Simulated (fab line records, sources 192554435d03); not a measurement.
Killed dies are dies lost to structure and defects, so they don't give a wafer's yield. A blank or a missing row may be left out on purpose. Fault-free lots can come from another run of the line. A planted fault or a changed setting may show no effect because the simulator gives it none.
Matching of chambers -- flow n5_finfet -- 4 sister chambers for N5_BEOL_M2_ALD_98 on ald_sin-04
The step deposits SiO2, target thk 2.5 nm, pulse time 1 s, co reactant pulse time 1 s. 4 wafers are shown with their chamber, then 10 later ones without.

== EACH WAFER AND ITS CHAMBER ==
wafer,chamber,heater_power_w (W)
L075.6,0,62
L082.5,1,71
L090.2,2,66
L090.4,3,72

== WAFERS WITHOUT THEIR CHAMBER ==
wafer,heater_power_w (W)
L090.5,72
L079.1,69
L079.2,70
L079.6,71
L096.1,63
L096.3,69
L096.6,64
L094.1,64
L094.2,68
L094.6,68

== WHICH CHAMBER EACH ONE RAN IN ==
wafer,from the rows above,in truth
L090.5,can't be placed: 3 or 1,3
L079.1,can't be placed: 1 or 2 or 3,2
L079.2,can't be placed: 1 or 3 or 2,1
L079.6,can't be placed: 1 or 3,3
L096.1,can't be placed: 0 or 2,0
L096.3,can't be placed: 1 or 2 or 3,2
L096.6,can't be placed: 0 or 2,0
L094.1,can't be placed: 0 or 2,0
L094.2,can't be placed: 2 or 1 or 3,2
L094.6,can't be placed: 2 or 1 or 3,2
0 of 10 placed correctly. From these rows, 10 cannot be placed; in 10 the true chamber is one of the candidates. Number placed wrongly: 0.
How it was worked out, from the rows above alone: a wafer's distance from a chamber is the root of the sum, over the readings, of the square of ((its reading less the chamber's mean) divided by the reading's scatter). The wafer belongs to the nearest chamber; if the next one is less than 2 further off, it can't be placed. The mean given for a chamber averages the wafers shown for that chamber. The scatter: with one shown wafer a chamber, the root of the mean of the squares of how far each hidden wafer lies from its nearest shown one.
